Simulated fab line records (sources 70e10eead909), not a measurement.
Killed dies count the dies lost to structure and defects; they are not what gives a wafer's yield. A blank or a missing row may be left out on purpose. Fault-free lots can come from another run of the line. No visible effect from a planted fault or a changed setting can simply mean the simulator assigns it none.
Matching of chambers	flow nand_harc	NHARC_P_GATE_DESCUM_48 on rie_diel-07 has 4 sister chambers
The step chemistry O2, time 3 s. 4 wafers are shown with their chamber, then 7 later ones without.

EACH WAFER AND ITS CHAMBER
wafer	chamber	showerhead_plenum_p_Torr (Torr)
L660.1	3	1.94
L660.3	1	1.88
L662.1	2	1.81
L662.5	0	2.00

WAFERS WITHOUT THEIR CHAMBER
wafer	showerhead_plenum_p_Torr (Torr)
L662.6	1.93
L664.1	2.00
L664.3	1.93
L664.4	1.88
L663.1	1.93
L663.2	2.00
L663.4	1.88

CHAMBER TAKEN BY EACH
wafer	from the rows above	in truth
L662.6	3	3
L664.1	0	0
L664.3	3	3
L664.4	1	1
L663.1	3	3
L663.2	0	0
L663.4	1	1
7 of 7 placed correctly. Left unplaced by these rows: 0. Placed wrongly: 0.
How it was worked out, from the rows above alone: a wafer's distance from a chamber is the root of the sum, over the readings, of the square of ((its reading less the chamber's mean) divided by the reading's scatter). If the next closest chamber is less than 2 further off than the closest, the wafer can't be placed; otherwise it belongs to the closest. A chamber's mean is the mean of its shown wafers. The scatter (one wafer shown for each chamber): square how far every hidden wafer sits from the nearest shown wafer, average those squares and take the square root.
